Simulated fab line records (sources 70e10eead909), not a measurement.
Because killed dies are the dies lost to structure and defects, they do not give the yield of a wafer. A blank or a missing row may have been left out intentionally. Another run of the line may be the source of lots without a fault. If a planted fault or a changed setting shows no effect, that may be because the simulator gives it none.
Matching of chambers | flow nand-harc | 4 sister chambers for NHARC_A_STAIRCASE_DESCUM_312 on rie-diel-01
The step chemistry O2, time 3 s. 8 wafers are shown with their chamber, then 7 later ones without.

== WAFERS, EACH WITH ITS CHAMBER ==
wafer  | chamber | showerhead-plenum-p-Torr (Torr) | rf-vpp-V (V)
L688.1 | 3       | 1.82                            | 58.0
L692.1 | 3       | 1.81                            | 58.3
L692.6 | 0       | 1.78                            | 56.4
L700.1 | 2       | 1.95                            | 58.0
L700.2 | 1       | 1.78                            | 56.0
L700.6 | 1       | 1.78                            | 56.9
L702.1 | 0       | 1.77                            | 55.2
L702.2 | 2       | 1.94                            | 58.1

== WAFERS WHOSE CHAMBER IS MISSING ==
wafer  | showerhead-plenum-p-Torr (Torr) | rf-vpp-V (V)
L702.6 | 1.77                            | 59.0
L709.2 | 2.07                            | 58.9
L709.4 | 1.77                            | 56.6
L709.6 | 1.77                            | 58.4
L710.2 | 1.80                            | 56.4
L710.4 | 2.07                            | 58.8
L710.6 | 1.93                            | 57.7

== CHAMBER TAKEN BY EACH ==
wafer  | from the rows above          | in truth
L702.6 | can't be placed: 1 or 0      | 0
L709.2 | 2                            | 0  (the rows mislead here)
L709.4 | can't be placed: 1 or 0      | 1
L709.6 | can't be placed: 1 or 0      | 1
L710.2 | can't be placed: 1 or 3 or 0 | 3
L710.4 | 2                            | 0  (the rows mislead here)
L710.6 | 2                            | 2
Correct placement for 1 of the 7. Unplaceable from these rows: 4, with the true chamber sitting among the candidates in 4. Wrongly placed: 2.
How it was worked out, from the rows above alone: a wafer's distance from a chamber is the root of the sum, over the readings, of the square of ((its reading less the chamber's mean) divided by the reading's scatter). The wafer belongs to the nearest chamber; if the next one is less than 2 further off, it can't be placed. For every chamber, the mean is computed from those of its wafers that are shown. How the scatter is found: for the shown wafers, subtract from each reading the mean of its chamber, square and add these, divide the total by (wafers less chambers), then take the root.
